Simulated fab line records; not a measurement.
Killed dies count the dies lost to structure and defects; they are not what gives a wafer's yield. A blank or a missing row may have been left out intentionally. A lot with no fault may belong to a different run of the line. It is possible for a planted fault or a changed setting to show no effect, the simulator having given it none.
What tool caused it?    flow n5 finfet    9 lots, 27 wafers sampled, at 4 steps of a route of 1938

WHAT THE GAUGES SHOWED, per wafer
Not one reading of a measure or inspect step in the record can be checked against a usual standard deviation.

WHICH TOOL RAN EACH LOT (tool, then ch and the chambers of the sampled wafers, then the start)
lot   N5_BEOL_M4_SPUTTER_94         N5_BEOL_M5_ETCH_61                  N5_BEOL_M5_ETCH_62                  N5_BEOL_M5_STRIP_64
L469  pvd sputter-03, day 8 19:14   rie diel-02 ch 1,3, day 9 00:46     rie diel-02 ch 1,3, day 9 00:47     rie diel-02 ch 1,3, day 9 00:55
L470  pvd sputter-01, day 9 00:25   rie diel-05 ch 1,3, day 9 07:09     rie diel-05 ch 1,3, day 9 07:11     rie diel-05 ch 1,3, day 9 07:18
L473  pvd sputter-03, day 9 22:21   rie diel-03 ch 0,1,3, day 10 03:34  rie diel-03 ch 0,1,3, day 10 03:36  rie diel-03 ch 0,1,3, day 10 03:43
L476  pvd sputter-01, day 11 04:38  rie diel-02 ch 1,3, day 11 09:52    rie diel-02 ch 1,3, day 11 09:54    rie diel-02 ch 1,3, day 11 10:01
L477  pvd sputter-02, day 11 06:13  rie diel-02 ch 1,2,3, day 11 10:08  rie diel-02 ch 1,2,3, day 11 10:10  rie diel-02 ch 1,2,3, day 11 10:17
L484  pvd sputter-01, day 13 16:17  rie diel-02 ch 0,1, day 13 21:00    rie diel-02 ch 0,1, day 13 21:01    rie diel-02 ch 0,1, day 13 21:09
L487  pvd sputter-01, day 14 00:20  rie diel-02 ch 1,3, day 14 05:04    rie diel-02 ch 1,3, day 14 05:05    rie diel-02 ch 1,3, day 14 05:13
L489  pvd sputter-01, day 14 09:06  rie diel-02 ch 0,2,3, day 14 15:01  rie diel-02 ch 0,2,3, day 14 15:03  rie diel-02 ch 0,2,3, day 14 15:10
L488  pvd sputter-01, day 14 17:40  rie diel-05 ch 1,3, day 15 00:32    rie diel-05 ch 1,3, day 15 00:34    rie diel-05 ch 1,3, day 15 00:41
- N5_BEOL_M4_SPUTTER_94: material Cu, target thk 4.5 nm, time 8.29 s.
- N5_BEOL_M5_ETCH_61: etches SiARC in CF4, target depth 15.6 nm, time 26 s.
- N5_BEOL_M5_ETCH_62: etches SOC in N2/H2, target depth 75 nm, overetch 15 nm, time 112.5 s.
- N5_BEOL_M5_STRIP_64: strips in CF4.

AS READ BY THE TOOLS THEMSELVES (means over the sampled wafers that have a number; for cases with no such wafer, the mark the record gives instead)
N5_BEOL_M4_SPUTTER_94. Usual: chuck gas flow sccm 1.26 sccm, standard deviation 0.052; chuck sensor temp C -15.9 C, standard deviation 0.63; throttle valve pct 29.8 %, standard deviation 0.79.
lot   tool            chuck gas flow sccm (sccm)  chuck sensor temp C (C)  throttle valve pct (%)  flag
L469  pvd sputter-03  1.27                        -15.8                    29.2                    
L470  pvd sputter-01  1.28                        -15.5                    30.8                    
L473  pvd sputter-03  1.22                        -16.3                    30.2                    
L476  pvd sputter-01  1.26                        -15.4                    29.8                    
L477  pvd sputter-02  1.29                        -16.7                    29.9                    
L484  pvd sputter-01  1.25                        -15.5                    29.8                    
L487  pvd sputter-01  1.33                        -15.5                    29.4                    
L489  pvd sputter-01  1.29                        -15.3                    30.5                    
L488  pvd sputter-01  1.24                        -15.3                    29.8                    

N5_BEOL_M5_ETCH_61. Usual: chamber pressure mTorr 40.00 mTorr, standard deviation 0.038; drypump motor current A 5.7 A, standard deviation 0.48; etch rf on time s 26.3 s, standard deviation 0.69; oes product au 0.66 a.u., standard deviation 0.085; rf vpp V 184.0 V, standard deviation 1.3; showerhead plenum p Torr 2.14 Torr, standard deviation 0.07; throttle valve pct 15.53 %, standard deviation 0.27.
lot   tool         chamber pressure mTorr (mTorr)  drypump motor current A (A)  etch rf on time s (s)  oes product au (a.u.)  rf vpp V (V)  showerhead plenum p Torr (Torr)  throttle valve pct (%)  flag
L469  rie diel-02  40.03                           6.1                          26.4                   0.63                   183.5         2.07                             15.77                   
L470  rie diel-05  39.97                           5.1                          25.9                   0.64                   185.5         2.22                             15.56                   
L473  rie diel-03  39.98                           5.5                          25.6                   0.71                   184.3         2.16                             15.39                   
L476  rie diel-02  40.00                           6.1                          26.9                   0.61                   182.9         2.06                             15.81                   
L477  rie diel-02  40.00                           6.0                          26.8                   0.61                   183.1         2.10                             15.70                   
L484  rie diel-02  40.01                           5.9                          26.2                   0.69                   183.0         2.11                             15.56                   
L487  rie diel-02  39.99                           6.1                          29.0                   0.58                   183.2         2.06                             15.84                   OFF
L489  rie diel-02  39.98                           5.5                          31.2                   0.61                   183.0         2.14                             15.45                   OFF
L488  rie diel-05  40.00                           5.3                          25.9                   0.73                   184.9         2.23                             15.38                   

N5_BEOL_M5_ETCH_62. Usual: chamber pressure mTorr 29.996 mTorr, standard deviation 0.027; drypump motor current A 5.7 A, standard deviation 0.49; oes product au 0.62 a.u., standard deviation 0.073; rf vpp V 523.7 V, standard deviation 2.8; showerhead plenum p Torr 2.53 Torr, standard deviation 0.1; temp c 40.01 C, standard deviation 0.11; throttle valve pct 17.63 %, standard deviation 0.2.
lot   tool         chamber pressure mTorr (mTorr)  drypump motor current A (A)  oes product au (a.u.)  rf vpp V (V)  showerhead plenum p Torr (Torr)  temp c (C)  throttle valve pct (%)  flag
L469  rie diel-02  30.001                          6.1                          0.59                   520.4         2.41                             39.92       17.68                   
L470  rie diel-05  29.996                          5.1                          0.59                   527.1         2.62                             39.92       17.56                   
L473  rie diel-03  29.993                          5.5                          0.65                   524.7         2.56                             40.00       17.55                   
L476  rie diel-02  30.010                          6.1                          0.58                   519.3         2.40                             39.97       17.72                   
L477  rie diel-02  30.014                          6.0                          0.58                   522.5         2.48                             40.04       17.75                   
L484  rie diel-02  29.982                          5.9                          0.64                   522.5         2.48                             40.01       17.63                   
L487  rie diel-02  29.994                          6.1                          0.57                   519.6         2.39                             40.00       17.75                   
L489  rie diel-02  30.029                          5.5                          0.62                   522.7         2.53                             40.10       17.57                   
L488  rie diel-05  29.988                          5.3                          0.67                   526.3         2.64                             40.08       17.42                   

N5_BEOL_M5_STRIP_64. Usual: chamber pressure mTorr 50.00 mTorr, standard deviation 0.048; drypump motor current A 5.7 A, standard deviation 0.49; oes product au 0.77 a.u., standard deviation 0.091; rf vpp V 271.1 V, standard deviation 1.7; showerhead plenum p Torr 1.79 Torr, standard deviation 0.057; throttle valve pct 13.52 %, standard deviation 0.28.
lot   tool         chamber pressure mTorr (mTorr)  drypump motor current A (A)  oes product au (a.u.)  rf vpp V (V)  showerhead plenum p Torr (Torr)  throttle valve pct (%)  flag
L469  rie diel-02  50.02                           6.2                          0.74                   269.0         1.74                             13.75                   
L470  rie diel-05  50.05                           5.1                          0.74                   272.0         1.85                             13.53                   
L473  rie diel-03  50.02                           5.6                          0.81                   271.5         1.81                             13.36                   
L476  rie diel-02  49.99                           6.1                          0.72                   269.1         1.73                             13.80                   
L477  rie diel-02  49.98                           6.0                          0.72                   271.0         1.77                             13.69                   
L484  rie diel-02  50.02                           5.9                          0.80                   271.0         1.77                             13.55                   
L487  rie diel-02  49.99                           6.1                          0.71                   268.6         1.73                             13.84                   
L489  rie diel-02  50.01                           5.5                          0.77                   270.1         1.80                             13.48                   
L488  rie diel-05  50.01                           5.2                          0.84                   273.0         1.86                             13.31                   

THE ANSWER, worked out from the rows above alone
Rule: take the mean of a lot's wafers that have a number; if it is more than 3 standard deviations from the usual mean, the lot is off. Also off: a lot with no number at a reading for which 4 or more lots have one. All remaining lots with rows at the step are treated as sound. Order of review: gauges by route order, followed by the tools' own readings, for which a lot's mean as printed above is used. The first step at which some lot is off is used, and at that step the reading that is off furthest; a lot without a number counts as furthest.
Off, at N5_BEOL_M5_ETCH_61 on etch rf on time s: L487, L489.
A tool fits if, at that step or a process step before it, it ran every lot that is off, and no sound lot after the first of them. One candidate fits, namely rie diel-02 at N5_BEOL_M5_ETCH_61. A fault onset in the window from L484 (day 13 21:00, its last sound lot) to L487 (day 14 05:04, its first lot off) fits.
On the lots that are off, the tool's own readings at N5_BEOL_M5_ETCH_61 differ by more than 5 times the standard deviation of the sound lots' means, which bears it out; etch rf on time s reads 30.1 s there versus 26.2 s on the sound lots.

WHAT THE SIMULATOR PUT IN
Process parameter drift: rie diel-02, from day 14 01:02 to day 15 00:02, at N5_BEOL_M5_ETCH_61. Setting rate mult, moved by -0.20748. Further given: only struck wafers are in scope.
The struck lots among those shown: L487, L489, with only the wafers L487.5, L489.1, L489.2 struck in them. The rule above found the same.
